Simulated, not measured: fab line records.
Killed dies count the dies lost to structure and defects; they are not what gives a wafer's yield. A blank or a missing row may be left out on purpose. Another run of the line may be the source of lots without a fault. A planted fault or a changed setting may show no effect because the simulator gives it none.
fab line records	flow n5Finfet
record lots=24	wafers=72	lastDay=21
route steps=1938 shown BEOL_M6@1252 BEOL_M7@1280
lots untouched by any fault: they come from a run of this same line in which no faults occurred
startH: hours from the record's opening day to when the first of the lot's shown wafers began	waitH: how many hours have passed since the lot's step before this one	" same as the row above	L1.1+2: one row covering several wafers at once	- no value present, or no start provided	* or withheld: withheld	< > ~ a bound
route shown NAME@n: NAME is a module with steps in the file, n the number in the route of the first one	usual: average and standard deviation across the fault-free wafers	same: alike in all rows	chamber/n: place in a boat	sites: readings site by site	_std_site: standard deviation of those values	_edge_site: the outer-site mean with the inner-site mean subtracted	radiusMm: for every site, how far away it sits from the centre of the wafer	mask NAME#n: copy n	behind: the most recent tool/chamber to have shaped the wafer	hold: the reason the lot was held/the length of the hold in hours/how it ended	device: names the non-switching transistor (n, p or np)	end of line: the route-end tests of the same wafers	where a step has no rows: the recipe by itself	killed: count of dies lost to structure and defects at first sort (not the wafer's yield)	map: a wafer's dies, marking killed ones x, the rest . and places with no die _
set.NAME: the run value of the setting; set.NAME@STEP: its run value at that earlier step	model.NAME: the simulator's own value behind a step, which no gauge read
route steps across a sampled set of lots; one table per step, one row per wafer
services: when a tool's chamber went out of use (startH, in hours from the record's first day, below 0 if earlier), for how many hours, and the reason
## steps
# step N5_BEOL_M6_SURFACE_TREAT_79
# recipe gas=Ar	timeS=*	ionEnergyEv=*	ionCurrentMaCm2=0.5	pressureMtorr=*	arFlowSccm=30
# usual throttleValvePct=*
lot.wafer	tool	chamber	startH	waitH	throttleValvePct
L076.2	pvdSputter-02	-	291.59	4.2	*
L076.5	"	-	"	"	*
L076.6	"	-	"	"	*
L074.3	pvdSputter-02	-	292.64	0.2	*
L074.4	"	-	"	"	*
L074.5	"	-	"	"	*
L075.1	pvdSputter-01	-	297.66	1.1	*
L075.4	"	-	"	"	*
L075.5	"	-	"	"	*
L077.2	pvdSputter-01	-	301.23	0.2	*
L077.3	"	-	"	"	*
L077.6	"	-	"	"	*
L079.2	pvdSputter-03	-	301.28	0.2	*
L079.3	"	-	"	"	*
L079.4	"	-	"	"	*
L078.1	pvdSputter-01	-	301.37	0.2	*
L078.4	"	-	"	"	*
L078.6	"	-	"	"	*
L081.1	pvdSputter-03	-	321.35	1.5	*
L081.2	"	-	"	"	*
L081.6	"	-	"	"	*
L080.2	pvdSputter-03	-	327.72	0.4	*
L080.4	"	-	"	"	*
L080.5	"	-	"	"	*
L083.1	pvdSputter-02	-	330.40	0.2	*
L083.2	"	-	"	"	*
L083.5	"	-	"	"	*
L082.1	pvdSputter-02	-	331.49	0.2	*
L082.3	"	-	"	"	*
L082.6	"	-	"	"	*
L085.2	pvdSputter-03	-	334.01	0.2	*
L085.3	"	-	"	"	*
L085.6	"	-	"	"	*
L084.1	pvdSputter-02	-	344.03	0.2	*
L084.3	"	-	"	"	*
L084.5	"	-	"	"	*
L086.3	pvdSputter-01	-	346.66	1.5	*
L086.5	"	-	"	"	*
L086.6	"	-	"	"	*
L089.1	pvdSputter-03	-	363.93	0.8	*
L089.2	"	-	"	"	*
L089.5	"	-	"	"	*
L091.3	pvdSputter-03	-	367.95	0.2	*
L091.4	"	-	"	"	*
L091.6	"	-	"	"	*
L088.1	pvdSputter-03	-	372.99	0.2	*
L088.5	"	-	"	"	*
L088.6	"	-	"	"	*
L087.1	pvdSputter-01	-	373.50	0.2	*
L087.2	"	-	"	"	*
L087.6	"	-	"	"	*
L092.3	pvdSputter-02	-	378.92	0.2	*
L092.5	"	-	"	"	*
L092.6	"	-	"	"	*
L090.2	pvdSputter-02	-	379.34	0.3	*
L090.3	"	-	"	"	*
L090.6	"	-	"	"	*
L093.1	pvdSputter-01	-	397.02	0.2	*
L093.3	"	-	"	"	*
L093.6	"	-	"	"	*
L094.1	pvdSputter-02	-	407.23	0.2	*
L094.3	"	-	"	"	*
L094.4	"	-	"	"	*
L095.1	pvdSputter-01	-	407.65	0.2	*
L095.3	"	-	"	"	*
L095.6	"	-	"	"	*
L096.1	pvdSputter-03	-	413.07	0.2	*
L096.5	"	-	"	"	*
L096.6	"	-	"	"	*
L097.2	pvdSputter-01	-	421.50	0.3	*
L097.3	"	-	"	"	*
L097.6	"	-	"	"	*
# step N5_BEOL_M6_SPUTTER_48
# recipe material=Cu	targetThkA=100	tempC=-20	biasV=60	powerW=26000	chamberPressurePa=0.13	timeS=1.667
# usual substrateTempC=-20.00/0.11	throttleValvePct=30.3/1.2
lot.wafer	tool	chamber	startH	waitH	substrateTempC	throttleValvePct
L076.2	pvdSputter-03	-	291.92	0.2	-19.99	28.4
L076.5	"	-	"	"	-20.13	28.6
L076.6	"	-	"	"	-20.10	31.9
L074.3	pvdSputter-03	-	292.86	0.1	-19.95	32.0
L074.4	"	-	"	"	-20.14	28.8
L074.5	"	-	"	"	-20.07	28.9
L075.1	pvdSputter-02	-	297.89	0.1	-20.17	28.8
L075.4	"	-	"	"	-20.05	30.3
L075.5	"	-	"	"	-19.83	30.4
L077.2	pvdSputter-01	-	301.41	0.1	-20.02	31.9
L077.3	"	-	"	"	-20.05	28.8
L077.6	"	-	"	"	-20.05	31.9
L079.2	pvdSputter-01	-	301.49	0.1	-19.95	30.1
L079.3	"	-	"	"	-20.19	32.0
L079.4	"	-	"	"	-20.05	31.4
L078.1	pvdSputter-01	-	301.57	0.1	-19.72	30.2
L078.4	"	-	"	"	-19.99	31.9
L078.6	"	-	"	"	-19.86	30.1
L081.1	pvdSputter-03	-	321.55	0.1	-19.89	32.2
L081.2	"	-	"	"	-19.93	29.1
L081.6	"	-	"	"	-19.92	32.2
L080.2	pvdSputter-01	-	327.98	0.1	-19.90	31.7
L080.4	"	-	"	"	-20.11	29.0
L080.5	"	-	"	"	-20.21	31.4
L083.1	pvdSputter-01	-	330.58	0.1	-19.83	29.7
L083.2	"	-	"	"	-20.00	31.7
L083.5	"	-	"	"	-20.05	30.0
L082.1	pvdSputter-02	-	331.81	0.2	-20.01	30.3
L082.3	"	-	"	"	-20.14	30.7
L082.6	"	-	"	"	-19.88	28.8
L085.2	pvdSputter-03	-	334.57	0.4	-20.04	30.3
L085.3	"	-	"	"	-19.94	29.0
L085.6	"	-	"	"	-19.87	32.0
L084.1	pvdSputter-01	-	344.30	0.2	-20.03	32.0
L084.3	"	-	"	"	-20.19	28.9
L084.5	"	-	"	"	-19.98	29.6
L086.3	pvdSputter-02	-	346.95	0.1	-19.96	30.4
L086.5	"	-	"	"	-19.97	30.4
L086.6	"	-	"	"	-20.06	30.7
L089.1	pvdSputter-02	-	365.37	1.1	-20.18	30.9
L089.2	"	-	"	"	-20.17	30.3
L089.5	"	-	"	"	-20.08	30.4
L091.3	pvdSputter-01	-	368.41	0.2	-19.86	30.3
L091.4	"	-	"	"	-19.96	32.2
L091.6	"	-	"	"	-20.12	31.5
L088.1	pvdSputter-01	-	373.38	0.3	-20.06	28.6
L088.5	"	-	"	"	-20.04	28.8
L088.6	"	-	"	"	-19.90	29.8
L087.1	pvdSputter-01	-	373.94	0.3	-19.97	32.3
L087.2	"	-	"	"	-19.83	30.0
L087.6	"	-	"	"	-19.90	32.0
L092.3	pvdSputter-02	-	379.26	0.2	-20.10	30.5
L092.5	"	-	"	"	-20.13	30.4
L092.6	"	-	"	"	-19.99	30.6
L090.2	pvdSputter-03	-	379.89	0.2	-19.97	28.5
L090.3	"	-	"	"	-20.09	29.1
L090.6	"	-	"	"	-19.89	30.2
L093.1	pvdSputter-01	-	397.48	0.1	-19.91	31.8
L093.3	"	-	"	"	-19.92	28.8
L093.6	"	-	"	"	-19.94	31.6
L094.1	pvdSputter-02	-	407.59	0.3	-20.00	30.6
L094.3	"	-	"	"	-19.95	30.4
L094.4	"	-	"	"	-20.15	28.9
L095.1	pvdSputter-02	-	407.91	0.1	-20.15	29.0
L095.3	"	-	"	"	-19.94	30.7
L095.6	"	-	"	"	-19.85	30.3
L096.1	pvdSputter-03	-	413.29	0.1	-20.01	31.9
L096.5	"	-	"	"	-19.87	29.9
L096.6	"	-	"	"	-20.22	31.6
L097.2	pvdSputter-01	-	421.82	0.2	-20.03	28.8
L097.3	"	-	"	"	-20.17	31.6
L097.6	"	-	"	"	-20.05	30.1
# step N5_BEOL_M7_ETCH_61
# recipe chemistry=CF4	target=SiARC	targetDepthA=455	maskMaterial=CAR-ArF	timeS=75.8	ionEnergyEv=80	pressureMtorr=40	sourceW=545	biasW=36	Ar_flow_sccm=100	cf4FlowSccm=100	ends=cleared
# usual drypumpMotorCurrentA=5.7/0.41	etchRfOnTimeS=75.4/2.4	oesProductAu=0.69/0.081	rfVppV=184.0/1.3	showerheadPlenumPTorr=2.15/0.078	throttleValvePct=15.6/0.33
lot.wafer	tool	chamber	startH	waitH	drypumpMotorCurrentA	etchRfOnTimeS	oesProductAu	rfHoursCounterH	rfVppV	showerheadPlenumPTorr	throttleValvePct
L076.2	rieDiel-02	0	295.75	0.0	5.8	72.9	0.69	107	183.9	2.09	15.7
L076.5	"	2	"	"	5.8	79.6	0.57	-	183.0	2.04	16.1
L076.6	"	1	"	"	4.8	73.9	0.64	-	184.3	2.16	16.0
L074.3	rieDiel-02	3	298.36	0.0	5.4	76.2	0.69	74	185.6	2.26	15.3
L074.4	"	2	"	"	5.8	79.7	0.57	220	183.5	2.04	16.1
L074.5	"	3	"	"	5.4	76.1	0.69	-	186.1	2.26	15.4
L075.1	rieDiel-02	3	301.81	0.0	5.4	76.2	0.69	74	185.7	2.26	15.3
L075.4	"	2	"	"	5.8	79.0	0.58	221	183.0	2.04	16.1
L075.5	"	3	"	"	5.4	76.3	0.69	-	186.5	2.26	15.3
L077.2	rieDiel-02	1	304.93	0.0	4.8	74.6	0.63	184	183.8	2.16	16.0
L077.3	"	3	"	"	5.4	76.0	0.69	75	184.1	2.26	15.4
L077.6	"	2	"	"	5.9	79.2	0.57	-	181.5	2.04	16.1
L079.2	rieDiel-06	1	304.98	0.0	5.7	76.7	0.63	172	184.2	2.07	16.1
L079.3	"	2	"	"	5.8	78.2	0.59	208	184.5	2.21	15.4
L079.4	"	0	"	"	5.7	75.6	0.77	43	183.5	2.11	15.2
L078.1	rieDiel-03	0	305.26	0.0	5.2	71.2	0.76	26	184.4	2.11	15.6
L078.4	"	3	"	"	6.4	78.9	0.62	166	183.9	2.16	15.7
L078.6	"	1	"	"	5.9	75.2	0.85	-	185.1	2.18	15.1
L081.1	rieDiel-06	1	324.13	0.0	5.6	76.0	0.64	177	181.3	2.06	16.2
L081.2	"	2	"	"	5.8	78.0	0.59	212	185.8	2.21	15.4
L081.6	"	3	"	"	5.4	74.8	0.78	-	185.9	2.28	15.8
L080.2	rieDiel-06	0	331.02	0.0	5.7	75.2	0.75	50	183.9	2.11	15.3
L080.4	"	2	"	"	5.8	77.4	0.59	215	183.8	2.21	15.4
L080.5	"	2	"	"	5.8	78.7	0.59	-	184.8	2.21	15.4
L083.1	rieDiel-03	3	333.66	0.0	6.5	77.8	0.62	176	184.7	2.16	15.8
L083.2	"	1	"	"	5.9	74.3	0.81	12	184.2	2.18	15.2
L083.5	"	1	"	"	5.9	75.0	0.82	-	185.9	2.18	15.2
L082.1	rieDiel-02	0	334.68	0.0	5.8	73.6	0.68	117	184.4	2.09	15.8
L082.3	"	1	"	"	4.8	73.9	0.64	194	183.5	2.15	16.0
L082.6	"	3	"	"	5.4	76.0	0.68	-	185.4	2.25	15.4
L085.2	rieDiel-03	1	337.92	0.0	5.9	74.1	0.82	13	185.0	2.18	15.2
L085.3	"	3	"	"	6.4	76.9	0.62	178	182.4	2.16	15.8
L085.6	"	0	"	"	5.2	70.9	0.76	-	183.0	2.10	15.6
L084.1	rieDiel-02	2	348.10	0.0	5.8	79.2	0.56	236	183.2	2.04	16.1
L084.3	"	0	"	"	5.8	73.3	0.67	122	183.4	2.09	15.8
L084.5	"	3	"	"	5.4	75.9	0.67	-	184.5	2.25	15.4
L086.3	rieDiel-02	1	350.46	0.0	4.8	74.2	0.63	199	182.4	2.15	16.0
L086.5	"	0	"	"	5.8	72.9	0.68	-	182.9	2.09	15.8
L086.6	"	1	"	"	4.8	74.1	0.63	-	185.6	2.15	16.0
L089.1	rieDiel-03	1	368.01	0.0	5.9	74.4	0.80	22	184.5	2.17	15.2
L089.2	"	0	"	"	5.2	70.7	0.74	46	182.9	2.10	15.6
L089.5	"	1	"	"	5.9	73.7	0.80	-	187.3	2.17	15.2
L091.3	rieDiel-06	2	372.19	0.0	5.8	76.2	0.59	225	183.8	2.21	15.4
L091.4	"	3	"	"	5.4	74.9	0.75	52	186.2	2.28	15.8
L091.6	"	3	"	"	5.4	75.3	0.75	-	185.2	2.28	15.8
L088.1	rieDiel-06	1	378.19	0.0	5.7	76.7	0.62	196	180.8	2.06	16.2
L088.5	"	3	"	"	5.4	75.7	0.74	-	185.5	2.28	15.8
L088.6	"	0	"	"	5.7	75.1	0.72	-	181.4	2.10	15.3
L087.1	rieDiel-03	3	378.44	0.0	6.5	78.2	0.59	192	184.0	2.15	15.8
L087.2	"	0	"	"	5.2	70.7	0.74	51	184.0	2.10	15.7
L087.6	"	0	"	"	5.2	71.1	0.74	-	182.7	2.10	15.7
L092.3	rieDiel-06	1	382.59	0.0	5.6	76.6	0.62	197	183.8	2.06	16.2
L092.5	"	3	"	"	5.4	75.7	0.74	-	186.0	2.27	15.8
L092.6	"	2	"	"	5.8	76.6	0.58	-	184.9	2.21	15.4
L090.2	rieDiel-03	3	383.25	0.0	6.4	77.6	0.60	193	184.7	2.15	15.8
L090.3	"	0	"	"	5.2	70.5	0.73	53	184.6	2.10	15.7
L090.6	"	3	"	"	6.5	77.4	0.60	-	183.2	2.15	15.8
L093.1	rieDiel-02	3	401.85	0.0	5.4	76.1	0.66	113	184.6	2.24	15.4
L093.3	"	1	"	"	4.8	73.4	0.62	212	182.7	2.15	16.0
L093.6	"	3	"	"	5.4	75.9	0.66	-	184.6	2.24	15.4
L094.1	rieDiel-03	1	412.40	0.0	5.9	74.8	0.77	38	185.1	2.17	15.2
L094.3	"	0	"	"	5.2	70.2	0.73	62	182.0	2.10	15.7
L094.4	"	3	"	"	6.5	77.9	0.60	202	184.2	2.15	15.8
L095.1	rieDiel-03	1	412.69	0.0	5.9	74.3	0.78	38	184.7	2.17	15.2
L095.3	"	2	"	"	6.0	74.5	0.80	8	185.7	2.26	14.9
L095.6	"	2	"	"	6.0	74.1	0.82	-	186.2	2.26	14.9
L096.1	rieDiel-03	1	416.45	0.0	5.9	75.2	0.76	39	184.5	2.17	15.2
L096.5	"	1	"	"	5.9	75.1	0.77	-	184.9	2.17	15.2
L096.6	"	0	"	"	5.2	71.5	0.72	-	182.8	2.09	15.7
L097.2	rieDiel-02	0	425.29	0.0	5.8	75.4	0.64	153	183.5	2.08	15.8
L097.3	"	2	"	"	5.8	80.5	0.79	8	186.5	2.28	15.7
L097.6	"	1	"	"	4.8	75.6	0.61	-	182.7	2.14	16.0
# step N5_BEOL_M7_SPUTTER_48
# recipe material=Cu	targetThkA=100	tempC=-20	biasV=60	powerW=26000	chamberPressurePa=0.13	timeS=1.667
# usual substrateTempC=-20.01/0.12	throttleValvePct=30.1/1.2
lot.wafer	tool	chamber	startH	waitH	substrateTempC	throttleValvePct
L076.2	pvdSputter-02	-	301.17	0.1	-19.98	30.4
L076.5	"	-	"	"	-19.87	30.3
L076.6	"	-	"	"	-20.05	30.6
L074.3	pvdSputter-02	-	303.97	1.4	-20.09	28.7
L074.4	"	-	"	"	-20.04	30.9
L074.5	"	-	"	"	-20.03	30.5
L075.1	pvdSputter-02	-	305.65	0.3	-19.94	30.6
L075.4	"	-	"	"	-19.94	30.3
L075.5	"	-	"	"	-19.83	30.7
L077.2	pvdSputter-03	-	308.47	0.3	-20.02	28.4
L077.3	"	-	"	"	-19.83	28.8
L077.6	"	-	"	"	-19.91	31.9
L079.2	pvdSputter-03	-	308.55	0.3	-20.15	29.9
L079.3	"	-	"	"	-20.01	28.8
L079.4	"	-	"	"	-19.99	28.3
L078.1	pvdSputter-03	-	308.87	0.1	-19.99	30.0
L078.4	"	-	"	"	-19.94	28.4
L078.6	"	-	"	"	-19.96	28.4
L081.1	pvdSputter-03	-	327.90	0.1	-19.87	28.4
L081.2	"	-	"	"	-20.19	29.9
L081.6	"	-	"	"	-20.08	28.3
L080.2	pvdSputter-03	-	334.45	0.3	-20.11	29.9
L080.4	"	-	"	"	-20.20	29.1
L080.5	"	-	"	"	-20.04	30.0
L083.1	pvdSputter-01	-	337.69	0.1	-19.99	31.7
L083.2	"	-	"	"	-20.07	30.1
L083.5	"	-	"	"	-19.75	29.0
L082.1	pvdSputter-02	-	338.88	0.1	-19.99	29.0
L082.3	"	-	"	"	-20.20	30.6
L082.6	"	-	"	"	-20.32	30.8
L085.2	pvdSputter-03	-	343.98	0.2	-20.05	29.1
L085.3	"	-	"	"	-19.91	28.4
L085.6	"	-	"	"	-20.19	30.0
L084.1	pvdSputter-02	-	351.23	0.1	-19.91	30.3
L084.3	"	-	"	"	-19.93	30.6
L084.5	"	-	"	"	-19.89	30.2
L086.3	pvdSputter-03	-	354.50	0.1	-20.02	31.9
L086.5	"	-	"	"	-19.98	29.9
L086.6	"	-	"	"	-20.05	31.9
L089.1	pvdSputter-01	-	373.86	0.3	-19.89	31.9
L089.2	"	-	"	"	-20.03	31.5
L089.5	"	-	"	"	-20.09	31.7
L091.3	pvdSputter-02	-	375.32	0.1	-20.03	30.3
L091.4	"	-	"	"	-20.06	30.4
L091.6	"	-	"	"	-19.93	30.4
L088.1	pvdSputter-03	-	381.41	0.1	-20.24	29.9
L088.5	"	-	"	"	-20.11	30.1
L088.6	"	-	"	"	-20.07	31.9
L087.1	pvdSputter-01	-	381.62	0.2	-19.98	31.7
L087.2	"	-	"	"	-20.20	31.7
L087.6	"	-	"	"	-20.13	28.9
L092.3	pvdSputter-03	-	386.11	0.1	-19.95	31.9
L092.5	"	-	"	"	-19.93	31.8
L092.6	"	-	"	"	-20.18	28.3
L090.2	pvdSputter-03	-	388.13	1.8	-19.95	31.9
L090.3	"	-	"	"	-19.86	28.8
L090.6	"	-	"	"	-20.08	28.8
L093.1	pvdSputter-02	-	407.03	0.2	-20.00	30.4
L093.3	"	-	"	"	-19.93	30.4
L093.6	"	-	"	"	-20.13	30.6
L094.1	pvdSputter-01	-	415.22	0.2	-19.97	29.0
L094.3	"	-	"	"	-20.06	30.0
L094.4	"	-	"	"	-20.02	31.6
L095.1	pvdSputter-03	-	419.76	0.2	-20.12	32.1
L095.3	"	-	"	"	-20.03	28.3
L095.6	"	-	"	"	-20.22	30.2
L096.1	pvdSputter-03	-	420.86	0.1	-20.01	28.1
L096.5	"	-	"	"	-19.80	28.5
L096.6	"	-	"	"	-20.07	28.9
L097.2	pvdSputter-02	-	429.35	0.1	-19.99	30.3
L097.3	"	-	"	"	-20.21	30.8
L097.6	"	-	"	"	-19.91	30.2
# step N5_BEOL_M7_RS_MEAS_57
# recipe thkMeasGauge=four-point-probe	reads=Cu_of_BEOL_M7_ECD_50+Co_of_BEOL_M7_CVD_78+TaN_of_BEOL_M7_ALD_77
# usual M7_RS=0.287/0.011
lot.wafer	tool	chamber	startH	waitH	M7_RS[ohm/sq]
L076.2	filmMetro-01	-	302.16	0.1	0.291
L076.5	"	-	"	"	0.298
L076.6	"	-	"	"	0.274
L074.3	filmMetro-02	-	305.08	0.1	0.278
L074.4	"	-	"	"	0.285
L074.5	"	-	"	"	0.285
L075.1	filmMetro-02	-	306.58	0.1	0.284
L075.4	"	-	"	"	0.276
L075.5	"	-	"	"	0.293
L077.2	filmMetro-02	-	309.41	0.1	0.287
L077.3	"	-	"	"	0.312
L077.6	"	-	"	"	0.282
L079.2	filmMetro-01	-	309.49	0.1	0.298
L079.3	"	-	"	"	0.299
L079.4	"	-	"	"	0.272
L078.1	filmMetro-01	-	310.03	0.1	0.278
L078.4	"	-	"	"	0.288
L078.6	"	-	"	"	0.276
L081.1	filmMetro-01	-	328.93	0.1	0.282
L081.2	"	-	"	"	0.280
L081.6	"	-	"	"	0.287
L080.2	filmMetro-02	-	335.49	0.1	0.293
L080.4	"	-	"	"	0.272
L080.5	"	-	"	"	0.283
L083.1	filmMetro-01	-	338.70	0.1	0.267
L083.2	"	-	"	"	0.281
L083.5	"	-	"	"	0.304
L082.1	filmMetro-02	-	340.11	0.1	0.269
L082.3	"	-	"	"	0.290
L082.6	"	-	"	"	0.284
L085.2	filmMetro-02	-	344.93	0.1	0.290
L085.3	"	-	"	"	0.283
L085.6	"	-	"	"	0.275
L084.1	filmMetro-02	-	352.48	0.1	0.299
L084.3	"	-	"	"	0.272
L084.5	"	-	"	"	0.284
L086.3	filmMetro-02	-	355.44	0.1	0.302
L086.5	"	-	"	"	0.285
L086.6	"	-	"	"	0.299
L089.1	filmMetro-01	-	374.82	0.1	0.299
L089.2	"	-	"	"	0.283
L089.5	"	-	"	"	0.299
L091.3	filmMetro-01	-	376.26	0.1	0.291
L091.4	"	-	"	"	0.285
L091.6	"	-	"	"	0.269
L088.1	filmMetro-01	-	382.56	0.1	0.293
L088.5	"	-	"	"	0.305
L088.6	"	-	"	"	0.298
L087.1	filmMetro-01	-	383.05	0.1	0.310
L087.2	"	-	"	"	0.284
L087.6	"	-	"	"	0.309
L092.3	filmMetro-01	-	387.19	0.1	0.287
L092.5	"	-	"	"	0.285
L092.6	"	-	"	"	0.272
L090.2	filmMetro-01	-	389.06	0.1	0.298
L090.3	"	-	"	"	0.278
L090.6	"	-	"	"	0.290
L093.1	filmMetro-02	-	408.20	0.1	0.276
L093.3	"	-	"	"	0.284
L093.6	"	-	"	"	0.274
L094.1	filmMetro-02	-	416.21	0.1	0.275
L094.3	"	-	"	"	0.270
L094.4	"	-	"	"	0.285
L095.1	filmMetro-01	-	421.08	0.1	0.281
L095.3	"	-	"	"	0.292
L095.6	"	-	"	"	0.281
L096.1	filmMetro-02	-	421.79	0.1	0.281
L096.5	"	-	"	"	0.311
L096.6	"	-	"	"	0.278
L097.2	filmMetro-02	-	431.44	0.1	0.285
L097.3	"	-	"	"	0.296
L097.6	"	-	"	"	0.281
# step N5_BEOL_M7_INSPECT_58
# recipe inspectInstrument=darkfield	mode=postDep
# usual rawDefectCount=70/24
lot.wafer	tool	chamber	startH	waitH	rawDefectCount
L076.2	defectInspect-01	-	302.18	0.0	57
L076.5	"	-	"	"	65
L076.6	"	-	"	"	69
L074.3	defectInspect-01	-	305.10	0.0	44
L074.4	"	-	"	"	110
L074.5	"	-	"	"	70
L075.1	defectInspect-01	-	306.61	0.0	96
L075.4	"	-	"	"	72
L075.5	"	-	"	"	72
L077.2	defectInspect-01	-	309.44	0.0	57
L077.3	"	-	"	"	97
L077.6	"	-	"	"	34
L079.2	defectInspect-02	-	309.52	0.0	51
L079.3	"	-	"	"	68
L079.4	"	-	"	"	55
L078.1	defectInspect-02	-	310.05	0.0	104
L078.4	"	-	"	"	105
L078.6	"	-	"	"	77
L081.1	defectInspect-01	-	328.95	0.0	38
L081.2	"	-	"	"	53
L081.6	"	-	"	"	43
L080.2	defectInspect-02	-	335.52	0.0	150
L080.4	"	-	"	"	60
L080.5	"	-	"	"	70
L083.1	defectInspect-01	-	338.73	0.0	59
L083.2	"	-	"	"	62
L083.5	"	-	"	"	63
L082.1	defectInspect-02	-	340.13	0.0	62
L082.3	"	-	"	"	69
L082.6	"	-	"	"	58
L085.2	defectInspect-01	-	344.95	0.0	81
L085.3	"	-	"	"	89
L085.6	"	-	"	"	98
L084.1	defectInspect-02	-	352.50	0.0	58
L084.3	"	-	"	"	52
L084.5	"	-	"	"	43
L086.3	defectInspect-02	-	355.46	0.0	52
L086.5	"	-	"	"	61
L086.6	"	-	"	"	91
L089.1	defectInspect-02	-	374.85	0.0	74
L089.2	"	-	"	"	101
L089.5	"	-	"	"	71
L091.3	defectInspect-01	-	376.28	0.0	56
L091.4	"	-	"	"	60
L091.6	"	-	"	"	75
L088.1	defectInspect-02	-	382.59	0.0	108
L088.5	"	-	"	"	108
L088.6	"	-	"	"	93
L087.1	defectInspect-01	-	383.07	0.0	82
L087.2	"	-	"	"	94
L087.6	"	-	"	"	124
L092.3	defectInspect-01	-	387.21	0.0	36
L092.5	"	-	"	"	67
L092.6	"	-	"	"	70
L090.2	defectInspect-02	-	389.09	0.0	39
L090.3	"	-	"	"	95
L090.6	"	-	"	"	57
L093.1	defectInspect-01	-	408.23	0.0	80
L093.3	"	-	"	"	83
L093.6	"	-	"	"	86
L094.1	defectInspect-01	-	416.23	0.0	42
L094.3	"	-	"	"	56
L094.4	"	-	"	"	55
L095.1	defectInspect-02	-	421.11	0.0	66
L095.3	"	-	"	"	56
L095.6	"	-	"	"	67
L096.1	defectInspect-02	-	421.82	0.0	23
L096.5	"	-	"	"	37
L096.6	"	-	"	"	45
L097.2	defectInspect-01	-	431.46	0.0	33
L097.3	"	-	"	"	67
L097.6	"	-	"	"	31
## services
tool	chamber	startH	hours	kind
rieDiel-03	1	281.66	-	clean
rieDiel-03	1	281.66	-	consumableReplace:focusRing
rieDiel-03	1	281.66	15.9	scheduledDown
rieDiel-03	1	281.66	15.9	ventCycle
rieDiel-02	2	283.39	7.7	repair
rieDiel-06	2	340.34	7.7	repair
rieDiel-02	1	357.58	23.7	repair
rieDiel-02	-	358.10	0.8	repair
rieDiel-03	2	363.34	-	clean
rieDiel-03	2	363.34	-	consumableReplace:focusRing
rieDiel-03	2	363.34	-	consumableReplace:showerhead
rieDiel-03	2	363.34	22.2	scheduledDown
rieDiel-03	2	363.34	22.2	ventCycle
rieDiel-02	2	383.25	-	clean
rieDiel-02	2	383.25	-	consumableReplace:focusRing
rieDiel-02	2	383.25	-	consumableReplace:showerhead
rieDiel-02	2	383.25	17.0	scheduledDown
rieDiel-02	2	383.25	17.0	ventCycle
pvdSputter-02	-	409.67	7.3	repair
pvdSputter-01	-	426.95	3.4	repair
## key
fault none
